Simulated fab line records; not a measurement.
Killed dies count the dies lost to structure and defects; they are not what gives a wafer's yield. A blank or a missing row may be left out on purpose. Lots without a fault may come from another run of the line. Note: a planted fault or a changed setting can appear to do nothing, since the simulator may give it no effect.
fab line records || flow nand_harc
record {"lots": 5, "wafers": 15, "last_day": 33}
route steps=1302 shown P_ZERO_WELL@44 END@1302
lots with no fault: from the same line, run without faults
start_h: hours from the record's opening day to when the first of the lot's shown wafers began || wait_h: hours elapsed since this lot's preceding step || " repeats the value in the row above || L1.1+2: one row covering several wafers at once || - no value, or no start was given || * or withheld: withheld || < > ~ a bound
route shown NAME@n: a module of which the file shows steps, and the number in the route of the first || usual: mean and standard deviation over wafers with no fault || same: alike in all rows || chamber/n: place in a boat || sites: the reading at each site || _std_site: their standard deviation || _edge_site: the outer-site mean with the inner-site mean subtracted || radius_mm: how far each site lies from the wafer's centre || mask NAME#n: copy n || behind: the tool/chamber that last shaped the wafer || hold: cause of the lot's hold/its duration in hours/its outcome || device: the n, p or np transistor that did not switch || end of line: tests of these same wafers at the route's end || step lacking rows: just its recipe || killed: the dies lost at the first sort to structure and to defects; this is not the yield of the wafer || map: shows each die of a wafer: x if killed, . if not, _ if none is there
set.NAME: setting as actually run; set.NAME@STEP: the setting as run at that earlier step || model.NAME: the simulator's own value behind a step, which no gauge read
certain route steps with their lots: each step a table, each wafer a row
services: a tool's chamber out of use, with start hour (start_h, from the record's first day; less than 0 if before it), hours out, and reason
## steps
# step NHARC_P_ZERO_WELL_CD_MEAS_37
# recipe {"target_cd_nm": 720, "landing_energy_ev": 500}
# usual {"cd_nm": "720.1/1.7"}
{"lot.wafer": "L521.2", "tool": "cd_sem-03", "chamber": 0, "start_h": 124.24, "wait_h": "-", "cd_nm": 721.1}
{"lot.wafer": "L521.4", "tool": "cd_sem-03", "chamber": 0, "start_h": 124.24, "wait_h": "-", "cd_nm": 717.9}
{"lot.wafer": "L521.5", "tool": "cd_sem-03", "chamber": 0, "start_h": 124.24, "wait_h": "-", "cd_nm": 719.5}
{"lot.wafer": "L524.2", "tool": "cd_sem-03", "chamber": 0, "start_h": 154.09, "wait_h": "-", "cd_nm": 723.7}
{"lot.wafer": "L524.5", "tool": "cd_sem-03", "chamber": 0, "start_h": 154.09, "wait_h": "-", "cd_nm": 718.5}
{"lot.wafer": "L524.6", "tool": "cd_sem-03", "chamber": 0, "start_h": 154.09, "wait_h": "-", "cd_nm": 721.8}
{"lot.wafer": "L525.1", "tool": "cd_sem-03", "chamber": 0, "start_h": 164.12, "wait_h": "-", "cd_nm": 719.8}
{"lot.wafer": "L525.3", "tool": "cd_sem-03", "chamber": 0, "start_h": 164.12, "wait_h": "-", "cd_nm": 721.2}
{"lot.wafer": "L525.6", "tool": "cd_sem-03", "chamber": 0, "start_h": 164.12, "wait_h": "-", "cd_nm": 722.1}
{"lot.wafer": "L532.1", "tool": "cd_sem-02", "chamber": 0, "start_h": 234.22, "wait_h": "-", "cd_nm": 720.8}
{"lot.wafer": "L532.3", "tool": "cd_sem-02", "chamber": 0, "start_h": 234.22, "wait_h": "-", "cd_nm": 716.4}
{"lot.wafer": "L532.6", "tool": "cd_sem-02", "chamber": 0, "start_h": 234.22, "wait_h": "-", "cd_nm": 718.6}
{"lot.wafer": "L533.1", "tool": "cd_sem-01", "chamber": 0, "start_h": 244.10, "wait_h": "-", "cd_nm": 722.6}
{"lot.wafer": "L533.2", "tool": "cd_sem-01", "chamber": 0, "start_h": 244.10, "wait_h": "-", "cd_nm": 720.6}
{"lot.wafer": "L533.3", "tool": "cd_sem-01", "chamber": 0, "start_h": 244.10, "wait_h": "-", "cd_nm": 720.3}
# step NHARC_P_ZERO_WELL_HARDBAKE_38
# recipe {"temp_c": 125, "time_s": 80}
# step NHARC_P_ZERO_WELL_DESCUM_39
# recipe {"time_s": 3, "o2_flow_sccm": 200, "ar_flow_sccm": 0, "bias_power_w": 0, "chemistry": "O2"}
# usual {"drypump_motor_current_A": "5.6/0.6", "oes_product_au": "0.999/0.013", "rf_vpp_V": "58.0/0.9", "showerhead_plenum_p_Torr": "1.93/0.086", "throttle_valve_pct": "11.312/0.0098"}
{"lot.wafer": "L521.2", "tool": "rie_diel-08", "chamber": 0, "start_h": 124.41, "wait_h": "-", "drypump_motor_current_A": 5.6, "oes_product_au": 1.019, "rf_hours_counter_h": 33, "rf_vpp_V": 57.7, "showerhead_plenum_p_Torr": 1.87, "throttle_valve_pct": 11.313}
{"lot.wafer": "L521.4", "tool": "rie_diel-08", "chamber": 1, "start_h": 124.41, "wait_h": "-", "drypump_motor_current_A": 5.6, "oes_product_au": 1.004, "rf_hours_counter_h": 47, "rf_vpp_V": 57.7, "showerhead_plenum_p_Torr": 1.78, "throttle_valve_pct": 11.303}
{"lot.wafer": "L521.5", "tool": "rie_diel-08", "chamber": 3, "start_h": 124.41, "wait_h": "-", "drypump_motor_current_A": 4.8, "oes_product_au": 1.017, "rf_hours_counter_h": "-", "rf_vpp_V": 57.2, "showerhead_plenum_p_Torr": 1.93, "throttle_valve_pct": 11.303}
{"lot.wafer": "L524.2", "tool": "rie_diel-08", "chamber": 0, "start_h": 154.28, "wait_h": "-", "drypump_motor_current_A": 5.6, "oes_product_au": 1.018, "rf_hours_counter_h": 42, "rf_vpp_V": 57.4, "showerhead_plenum_p_Torr": 1.87, "throttle_valve_pct": 11.319}
{"lot.wafer": "L524.6", "tool": "rie_diel-08", "chamber": 1, "start_h": 154.28, "wait_h": "-", "drypump_motor_current_A": 5.6, "oes_product_au": 1.007, "rf_hours_counter_h": "-", "rf_vpp_V": 58.2, "showerhead_plenum_p_Torr": 1.77, "throttle_valve_pct": 11.310}
{"lot.wafer": "L524.5", "tool": "rie_diel-08", "chamber": 2, "start_h": 154.28, "wait_h": "-", "drypump_motor_current_A": 5.6, "oes_product_au": 1.013, "rf_hours_counter_h": "-", "rf_vpp_V": 57.2, "showerhead_plenum_p_Torr": 1.92, "throttle_valve_pct": 11.307}
{"lot.wafer": "L525.3", "tool": "rie_diel-02", "chamber": 3, "start_h": 164.28, "wait_h": "-", "drypump_motor_current_A": 4.9, "oes_product_au": 0.998, "rf_hours_counter_h": 38, "rf_vpp_V": 58.2, "showerhead_plenum_p_Torr": 1.85, "throttle_valve_pct": 11.339}
{"lot.wafer": "L525.1", "tool": "rie_diel-02", "chamber": 2, "start_h": 164.28, "wait_h": "-", "drypump_motor_current_A": 5.7, "oes_product_au": 0.996, "rf_hours_counter_h": 38, "rf_vpp_V": 58.2, "showerhead_plenum_p_Torr": 1.97, "throttle_valve_pct": 11.300}
{"lot.wafer": "L525.6", "tool": "rie_diel-02", "chamber": 0, "start_h": 164.28, "wait_h": "-", "drypump_motor_current_A": 6.6, "oes_product_au": 1.010, "rf_hours_counter_h": "-", "rf_vpp_V": 58.6, "showerhead_plenum_p_Torr": 2.07, "throttle_valve_pct": 11.314}
{"lot.wafer": "L532.1", "tool": "rie_diel-08", "chamber": 1, "start_h": 234.41, "wait_h": "-", "drypump_motor_current_A": 5.6, "oes_product_au": 1.012, "rf_hours_counter_h": 13, "rf_vpp_V": 59.9, "showerhead_plenum_p_Torr": 2.07, "throttle_valve_pct": 11.322}
{"lot.wafer": "L532.3", "tool": "rie_diel-08", "chamber": 2, "start_h": 234.41, "wait_h": "-", "drypump_motor_current_A": 5.6, "oes_product_au": 1.004, "rf_hours_counter_h": 12, "rf_vpp_V": 56.6, "showerhead_plenum_p_Torr": 1.91, "throttle_valve_pct": 11.297}
{"lot.wafer": "L532.6", "tool": "rie_diel-08", "chamber": 0, "start_h": 234.41, "wait_h": "-", "drypump_motor_current_A": 5.6, "oes_product_au": 1.016, "rf_hours_counter_h": "-", "rf_vpp_V": 58.2, "showerhead_plenum_p_Torr": 1.86, "throttle_valve_pct": 11.304}
{"lot.wafer": "L533.1", "tool": "rie_diel-08", "chamber": 0, "start_h": 244.27, "wait_h": "-", "drypump_motor_current_A": 5.5, "oes_product_au": 1.011, "rf_hours_counter_h": 17, "rf_vpp_V": 57.9, "showerhead_plenum_p_Torr": 1.86, "throttle_valve_pct": 11.315}
{"lot.wafer": "L533.2", "tool": "rie_diel-08", "chamber": 1, "start_h": 244.27, "wait_h": "-", "drypump_motor_current_A": 5.6, "oes_product_au": 0.998, "rf_hours_counter_h": 16, "rf_vpp_V": 59.3, "showerhead_plenum_p_Torr": 2.07, "throttle_valve_pct": 11.315}
{"lot.wafer": "L533.3", "tool": "rie_diel-08", "chamber": 2, "start_h": 244.27, "wait_h": "-", "drypump_motor_current_A": 5.5, "oes_product_au": 1.004, "rf_hours_counter_h": 15, "rf_vpp_V": 58.9, "showerhead_plenum_p_Torr": 1.91, "throttle_valve_pct": 11.320}
# step NHARC_P_ZERO_WELL_IMPLANT_40
# recipe {"energy_kev": 300, "dose_cm2": 1e+13, "tilt_deg": 7}
# step NHARC_P_ZERO_WELL_IMPLANT_59
# recipe {"energy_kev": 120, "dose_cm2": 5e+12, "tilt_deg": 7}
# step NHARC_P_ZERO_WELL_IMPLANT_60
# recipe {"energy_kev": 30, "dose_cm2": 2e+12, "tilt_deg": 7}
# step NHARC_P_ZERO_WELL_STRIP_41
# recipe {"time_s": 840, "temp_c": 130, "chemistry": "SPM"}
# step NHARC_P_ZERO_WELL_DEHYDRATE_44
# recipe {"temp_c": 150, "time_s": 120}
# step NHARC_P_ZERO_WELL_HMDS_45
# recipe {"time_s": 30}
# step NHARC_P_ZERO_WELL_COAT_46
# recipe {"spin_rpm": "withheld"}
# step NHARC_P_ZERO_WELL_SOFTBAKE_47
# recipe {"temp_c": 122, "time_s": 95}
# step NHARC_P_ZERO_WELL_EBR_48
# step NHARC_P_ZERO_WELL_EXPOSE_49
# recipe {"na": 0.6, "target_cd_nm": 2000, "dose_mj": 22.64, "mask_id": "P_HVPW"}
{"lot.wafer": "L521.2+4+5", "tool": "krf_scanner-01", "chamber": 0, "start_h": 125.73, "wait_h": "-", "mask": "P_HVPW#0"}
{"lot.wafer": "L524.2+5+6", "tool": "krf_scanner-03", "chamber": 0, "start_h": 155.57, "wait_h": "-", "mask": "P_HVPW_R1#0"}
{"lot.wafer": "L525.1+3+6", "tool": "krf_scanner-03", "chamber": 0, "start_h": 165.48, "wait_h": "-", "mask": "P_HVPW#0"}
{"lot.wafer": "L532.1+3+6", "tool": "krf_scanner-03", "chamber": 0, "start_h": 235.71, "wait_h": "-", "mask": "P_HVPW#0"}
{"lot.wafer": "L533.1+2+3", "tool": "krf_scanner-03", "chamber": 0, "start_h": 245.47, "wait_h": "-", "mask": "P_HVPW#0"}
# step NHARC_P_ZERO_WELL_PEB_50
# recipe {"peb_temp_c": 118, "peb_time_s": 85}
# step NHARC_P_ZERO_WELL_DEVELOP_51
# recipe {"time_s": 70}
# step NHARC_P_ZERO_WELL_CD_MEAS_52
# recipe {"target_cd_nm": 2000, "landing_energy_ev": 500}
# usual {"cd_nm": "1999.4/2"}
{"lot.wafer": "L521.2", "tool": "cd_sem-03", "chamber": 0, "start_h": 125.88, "wait_h": "-", "cd_nm": 2001.3}
{"lot.wafer": "L521.4", "tool": "cd_sem-03", "chamber": 0, "start_h": 125.88, "wait_h": "-", "cd_nm": 1996.7}
{"lot.wafer": "L521.5", "tool": "cd_sem-03", "chamber": 0, "start_h": 125.88, "wait_h": "-", "cd_nm": 2002.5}
{"lot.wafer": "L524.2", "tool": "cd_sem-03", "chamber": 0, "start_h": 155.72, "wait_h": "-", "cd_nm": 1902.5}
{"lot.wafer": "L524.5", "tool": "cd_sem-03", "chamber": 0, "start_h": 155.72, "wait_h": "-", "cd_nm": 1900.6}
{"lot.wafer": "L524.6", "tool": "cd_sem-03", "chamber": 0, "start_h": 155.72, "wait_h": "-", "cd_nm": 1899.5}
{"lot.wafer": "L525.1", "tool": "cd_sem-02", "chamber": 0, "start_h": 165.64, "wait_h": "-", "cd_nm": 1998.4}
{"lot.wafer": "L525.3", "tool": "cd_sem-02", "chamber": 0, "start_h": 165.64, "wait_h": "-", "cd_nm": 1997.4}
{"lot.wafer": "L525.6", "tool": "cd_sem-02", "chamber": 0, "start_h": 165.64, "wait_h": "-", "cd_nm": 1999.5}
{"lot.wafer": "L532.1", "tool": "cd_sem-02", "chamber": 0, "start_h": 235.87, "wait_h": "-", "cd_nm": 1998.9}
{"lot.wafer": "L532.3", "tool": "cd_sem-02", "chamber": 0, "start_h": 235.87, "wait_h": "-", "cd_nm": 2000.0}
{"lot.wafer": "L532.6", "tool": "cd_sem-02", "chamber": 0, "start_h": 235.87, "wait_h": "-", "cd_nm": 2001.0}
{"lot.wafer": "L533.1", "tool": "cd_sem-01", "chamber": 0, "start_h": 245.62, "wait_h": "-", "cd_nm": 1997.2}
{"lot.wafer": "L533.2", "tool": "cd_sem-01", "chamber": 0, "start_h": 245.62, "wait_h": "-", "cd_nm": 1996.2}
{"lot.wafer": "L533.3", "tool": "cd_sem-01", "chamber": 0, "start_h": 245.62, "wait_h": "-", "cd_nm": 2001.0}
# step NHARC_P_ZERO_WELL_HARDBAKE_53
# recipe {"temp_c": 125, "time_s": 80}
# step NHARC_P_ZERO_WELL_DESCUM_54
# recipe {"time_s": 3, "o2_flow_sccm": 200, "ar_flow_sccm": 0, "bias_power_w": 0, "chemistry": "O2"}
# usual {"drypump_motor_current_A": "5.6/0.59", "oes_product_au": "0.997/0.011", "rf_vpp_V": "57.7/0.94", "showerhead_plenum_p_Torr": "1.92/0.086", "throttle_valve_pct": "11.309/0.0097"}
{"lot.wafer": "L521.2", "tool": "rie_diel-09", "chamber": 0, "start_h": 126.05, "wait_h": "-", "drypump_motor_current_A": 6.1, "oes_product_au": 0.981, "rf_hours_counter_h": 49, "rf_vpp_V": 58.2, "showerhead_plenum_p_Torr": 2.06, "throttle_valve_pct": 11.297, "model.P_ZERO_WELL.cd_nm": 2001}
{"lot.wafer": "L521.4", "tool": "rie_diel-09", "chamber": 1, "start_h": 126.05, "wait_h": "-", "drypump_motor_current_A": 6.3, "oes_product_au": 0.991, "rf_hours_counter_h": 51, "rf_vpp_V": 56.0, "showerhead_plenum_p_Torr": 1.92, "throttle_valve_pct": 11.312, "model.P_ZERO_WELL.cd_nm": 1997}
{"lot.wafer": "L521.5", "tool": "rie_diel-09", "chamber": 0, "start_h": 126.05, "wait_h": "-", "drypump_motor_current_A": 6.1, "oes_product_au": 0.981, "rf_hours_counter_h": "-", "rf_vpp_V": 58.4, "showerhead_plenum_p_Torr": 2.06, "throttle_valve_pct": 11.301, "model.P_ZERO_WELL.cd_nm": 2002}
{"lot.wafer": "L524.2", "tool": "rie_diel-08", "chamber": 1, "start_h": 155.95, "wait_h": "-", "drypump_motor_current_A": 5.6, "oes_product_au": 1.001, "rf_hours_counter_h": 58, "rf_vpp_V": 57.7, "showerhead_plenum_p_Torr": 1.77, "throttle_valve_pct": 11.319, "model.P_ZERO_WELL.cd_nm": 1903}
{"lot.wafer": "L524.6", "tool": "rie_diel-08", "chamber": 1, "start_h": 155.95, "wait_h": "-", "drypump_motor_current_A": 5.7, "oes_product_au": 1.002, "rf_hours_counter_h": "-", "rf_vpp_V": 56.2, "showerhead_plenum_p_Torr": 1.78, "throttle_valve_pct": 11.300, "model.P_ZERO_WELL.cd_nm": 1900}
{"lot.wafer": "L524.5", "tool": "rie_diel-08", "chamber": 2, "start_h": 155.95, "wait_h": "-", "drypump_motor_current_A": 5.6, "oes_product_au": 1.010, "rf_hours_counter_h": "-", "rf_vpp_V": 57.5, "showerhead_plenum_p_Torr": 1.92, "throttle_valve_pct": 11.309, "model.P_ZERO_WELL.cd_nm": 1901}
{"lot.wafer": "L525.1", "tool": "rie_diel-09", "chamber": 2, "start_h": 165.81, "wait_h": "-", "drypump_motor_current_A": 5.0, "oes_product_au": 0.986, "rf_hours_counter_h": 7, "rf_vpp_V": 58.6, "showerhead_plenum_p_Torr": 1.79, "throttle_valve_pct": 11.324, "model.P_ZERO_WELL.cd_nm": 1998}
{"lot.wafer": "L525.3", "tool": "rie_diel-09", "chamber": 3, "start_h": 165.81, "wait_h": "-", "drypump_motor_current_A": 4.8, "oes_product_au": 1.001, "rf_hours_counter_h": 7, "rf_vpp_V": 58.9, "showerhead_plenum_p_Torr": 1.95, "throttle_valve_pct": 11.315, "model.P_ZERO_WELL.cd_nm": 1997}
{"lot.wafer": "L525.6", "tool": "rie_diel-09", "chamber": 1, "start_h": 165.81, "wait_h": "-", "drypump_motor_current_A": 6.2, "oes_product_au": 0.991, "rf_hours_counter_h": "-", "rf_vpp_V": 59.1, "showerhead_plenum_p_Torr": 1.92, "throttle_valve_pct": 11.314, "model.P_ZERO_WELL.cd_nm": 1999}
{"lot.wafer": "L532.1", "tool": "rie_diel-08", "chamber": 2, "start_h": 236.03, "wait_h": "-", "drypump_motor_current_A": 5.6, "oes_product_au": 1.000, "rf_hours_counter_h": 13, "rf_vpp_V": 56.4, "showerhead_plenum_p_Torr": 1.91, "throttle_valve_pct": 11.313, "model.P_ZERO_WELL.cd_nm": 1999}
{"lot.wafer": "L532.3", "tool": "rie_diel-08", "chamber": 1, "start_h": 236.03, "wait_h": "-", "drypump_motor_current_A": 5.6, "oes_product_au": 0.998, "rf_hours_counter_h": 14, "rf_vpp_V": 58.7, "showerhead_plenum_p_Torr": 2.07, "throttle_valve_pct": 11.308, "model.P_ZERO_WELL.cd_nm": 2000}
{"lot.wafer": "L532.6", "tool": "rie_diel-08", "chamber": 2, "start_h": 236.03, "wait_h": "-", "drypump_motor_current_A": 5.6, "oes_product_au": 1.003, "rf_hours_counter_h": "-", "rf_vpp_V": 56.0, "showerhead_plenum_p_Torr": 1.91, "throttle_valve_pct": 11.315, "model.P_ZERO_WELL.cd_nm": 2002}
{"lot.wafer": "L533.2", "tool": "rie_diel-08", "chamber": 1, "start_h": 245.78, "wait_h": "-", "drypump_motor_current_A": 5.6, "oes_product_au": 0.995, "rf_hours_counter_h": 16, "rf_vpp_V": 58.8, "showerhead_plenum_p_Torr": 2.07, "throttle_valve_pct": 11.309, "model.P_ZERO_WELL.cd_nm": 1995}
{"lot.wafer": "L533.1", "tool": "rie_diel-08", "chamber": 2, "start_h": 245.78, "wait_h": "-", "drypump_motor_current_A": 5.6, "oes_product_au": 0.990, "rf_hours_counter_h": 15, "rf_vpp_V": 58.1, "showerhead_plenum_p_Torr": 1.91, "throttle_valve_pct": 11.300, "model.P_ZERO_WELL.cd_nm": 1997}
{"lot.wafer": "L533.3", "tool": "rie_diel-08", "chamber": 3, "start_h": 245.78, "wait_h": "-", "drypump_motor_current_A": 4.9, "oes_product_au": 1.013, "rf_hours_counter_h": 17, "rf_vpp_V": 57.7, "showerhead_plenum_p_Torr": 1.92, "throttle_valve_pct": 11.317, "model.P_ZERO_WELL.cd_nm": 2001}
# step NHARC_P_ZERO_WELL_IMPLANT_55
# recipe {"energy_kev": 180, "dose_cm2": 8e+11, "tilt_deg": 7}
# step NHARC_END_SORT_01
# recipe {"temp_c": 25}
# usual {"killed_at_array": "55/23", "killed_at_other": "1.0/1.2", "killed_at_periphery": "3.2/2.7", "killed_dies": "59/23", "killed_open": "3.1/1.6", "killed_short": "2.2/1.5"}
# same {"gross_dies": 677}
{"lot.wafer": "L521.2", "tool": "prober-02", "chamber": 0, "start_h": 650.44, "wait_h": 2.8, "killed_at_array": 74, "killed_at_other": 1, "killed_at_periphery": 7, "killed_dies": 82, "killed_open": 2, "killed_short": 4}
{"lot.wafer": "L521.4", "tool": "prober-02", "chamber": 0, "start_h": 652.06, "wait_h": 3.4, "killed_at_array": 85, "killed_at_other": 2, "killed_at_periphery": 2, "killed_dies": 89, "killed_open": 5, "killed_short": 2}
{"lot.wafer": "L521.5", "tool": "prober-02", "chamber": 0, "start_h": 652.87, "wait_h": 3.7, "killed_at_array": 80, "killed_at_other": 2, "killed_at_periphery": 5, "killed_dies": 87, "killed_open": 2, "killed_short": 2}
{"lot.wafer": "L524.2", "tool": "prober-01", "chamber": 0, "start_h": 681.94, "wait_h": 2.8, "killed_at_array": 42, "killed_at_other": 2, "killed_at_periphery": 1, "killed_dies": 45, "killed_open": 2, "killed_short": 2}
{"lot.wafer": "L524.5", "tool": "prober-01", "chamber": 0, "start_h": 684.35, "wait_h": 3.7, "killed_at_array": 51, "killed_at_other": 0, "killed_at_periphery": 3, "killed_dies": 54, "killed_open": 4, "killed_short": 5}
{"lot.wafer": "L524.6", "tool": "prober-01", "chamber": 0, "start_h": 685.16, "wait_h": 4.0, "killed_at_array": 51, "killed_at_other": 0, "killed_at_periphery": 2, "killed_dies": 53, "killed_open": 3, "killed_short": 1}
# killed by level:class
L521.2 A_SLIT:chamber_film_flake=29 A_CHANNEL_HOLE_D1:chamber_film_flake=27 A_CHANNEL_HOLE_D2:chamber_film_flake=7 P_GATE:chamber_film_flake=3 A_CHANNEL_FILL_D2:geometric_particle:short=2 P_STI:chamber_film_flake=2 A_CONTACT:chamber_film_flake=2 A_M1:chamber_film_flake=2
L521.4 A_CHANNEL_HOLE_D1:chamber_film_flake=34 A_SLIT:chamber_film_flake=26 A_CHANNEL_HOLE_D2:chamber_film_flake=9 A_CHANNEL_FILL_D1:chamber_film_flake=3 A_STAIRCASE:chamber_film_flake=3 A_M1:chamber_film_flake=2 THIN_TSV:chamber_film_flake=2 P_M1:geometric_particle:open=1
L521.5 A_CHANNEL_HOLE_D1:chamber_film_flake=34 A_SLIT:chamber_film_flake=26 A_CHANNEL_HOLE_D2:chamber_film_flake=8 A_WL_FILL:chamber_film_flake=3 P_STI:chamber_film_flake=2 A_CONTACT:chamber_film_flake=2 THIN_TSV:chamber_film_flake=2 A_SOURCE_PLATE:geometric_particle:short=1
L524.2 A_SLIT:chamber_film_flake=33 A_CHANNEL_HOLE_D1:chamber_film_flake=3 A_STAIRCASE:chamber_film_flake=2 HYBRID_BOND:chamber_film_flake=2 P_CONTACT:geometric_particle:open=1 A_ONON_D2:geometric_particle:short=1 A_BLC:geometric_particle:open=1 A_M0:geometric_particle:short=1
L524.5 A_SLIT:chamber_film_flake=23 A_CHANNEL_HOLE_D1:chamber_film_flake=8 A_CONTACT:chamber_film_flake=6 A_STAIRCASE:chamber_film_flake=6 P_GATE:geometric_particle:short=1 P_CONTACT:geometric_particle:short=1 A_ONON_D1:geometric_particle:short=1 A_CHANNEL_FILL_D2:geometric_particle:short=1
L524.6 A_SLIT:chamber_film_flake=37 A_CONTACT:chamber_film_flake=5 A_STAIRCASE:chamber_film_flake=4 A_CHANNEL_HOLE_D1:chamber_film_flake=2 P_STI:geometric_particle:short=1 P_M0:geometric_particle:open=1 A_SGD_CUT:geometric_particle:open=1 A_WL_FILL:geometric_particle:open=1
## services
{"tool": "rie_diel-02", "chamber": "-", "start_h": 102.83, "hours": 0.5, "kind": "repair"}
{"tool": "rie_diel-08", "chamber": 0, "start_h": 120.85, "hours": "-", "kind": "clean"}
{"tool": "rie_diel-08", "chamber": 1, "start_h": 120.85, "hours": "-", "kind": "clean"}
{"tool": "rie_diel-08", "chamber": 2, "start_h": 120.85, "hours": "-", "kind": "clean"}
{"tool": "rie_diel-08", "chamber": 3, "start_h": 120.85, "hours": "-", "kind": "clean"}
{"tool": "krf_scanner-01", "chamber": "-", "start_h": 130.02, "hours": 2.0, "kind": "repair"}
{"tool": "rie_diel-02", "chamber": "-", "start_h": 139.34, "hours": 0.2, "kind": "repair"}
{"tool": "rie_diel-08", "chamber": 1, "start_h": 139.93, "hours": 4.3, "kind": "repair"}
{"tool": "krf_scanner-01", "chamber": "-", "start_h": 140.00, "hours": 4.0, "kind": "pm"}
{"tool": "rie_diel-09", "chamber": "-", "start_h": 143.17, "hours": 9.0, "kind": "pm"}
{"tool": "rie_diel-08", "chamber": 0, "start_h": 145.39, "hours": "-", "kind": "clean"}
{"tool": "rie_diel-08", "chamber": 1, "start_h": 145.39, "hours": "-", "kind": "clean"}
{"tool": "rie_diel-08", "chamber": 2, "start_h": 145.39, "hours": "-", "kind": "clean"}
{"tool": "rie_diel-09", "chamber": 2, "start_h": 184.02, "hours": 4.3, "kind": "repair"}
{"tool": "rie_diel-09", "chamber": 0, "start_h": 185.73, "hours": 11.3, "kind": "repair"}
{"tool": "krf_scanner-03", "chamber": "-", "start_h": 186.09, "hours": 0.4, "kind": "repair"}
{"tool": "rie_diel-08", "chamber": 1, "start_h": 189.45, "hours": 2.6, "kind": "repair"}
{"tool": "rie_diel-08", "chamber": "-", "start_h": 190.84, "hours": 9.0, "kind": "pm"}
{"tool": "rie_diel-09", "chamber": 3, "start_h": 197.26, "hours": 6.5, "kind": "repair"}
{"tool": "krf_scanner-01", "chamber": "-", "start_h": 205.93, "hours": 0.3, "kind": "repair"}
{"tool": "krf_scanner-03", "chamber": "-", "start_h": 208.50, "hours": 0.1, "kind": "repair"}
{"tool": "rie_diel-02", "chamber": "-", "start_h": 216.77, "hours": 9.0, "kind": "pm"}
{"tool": "krf_scanner-03", "chamber": "-", "start_h": 224.01, "hours": 4.0, "kind": "pm"}
{"tool": "rie_diel-02", "chamber": 0, "start_h": 238.23, "hours": 3.5, "kind": "repair"}
## key
first_sign {"step": "NHARC_P_ZERO_WELL_EXPOSE_49", "reading": "mask", "direction": "changed"}
effect {"step": "NHARC_P_ZERO_WELL_CD_MEAS_52", "reading": "cd_nm", "direction": "down", "sigmas": 50, "usual": 1999.4, "struck": 1900.9}
model_effect {"step": "NHARC_P_ZERO_WELL_DESCUM_54", "value": "P_ZERO_WELL.cd_nm", "without": 1997, "struck": 1901}
met_at NHARC_P_ZERO_WELL_EXPOSE_49
struck_wafers L524.2,L524.5,L524.6
tester_left_out L524
fault {"kind": "wrong_mask", "tool": "any", "chamber": "-", "onset_h": 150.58, "steps": "NHARC_P_ZERO_WELL_EXPOSE_49", "aux_copy": "P_HVPW_R1#0", "cd_offset_nm": -96.058, "scope": "struck_lots_only"}
# tester_left_out: of these lots the tester's yield and bins aren't shown, on N5 and GAA mostly nor the transistor test; their killed dies are dies lost to structure and defects alone, not to doping, threshold or leakage, so they don't give the yield
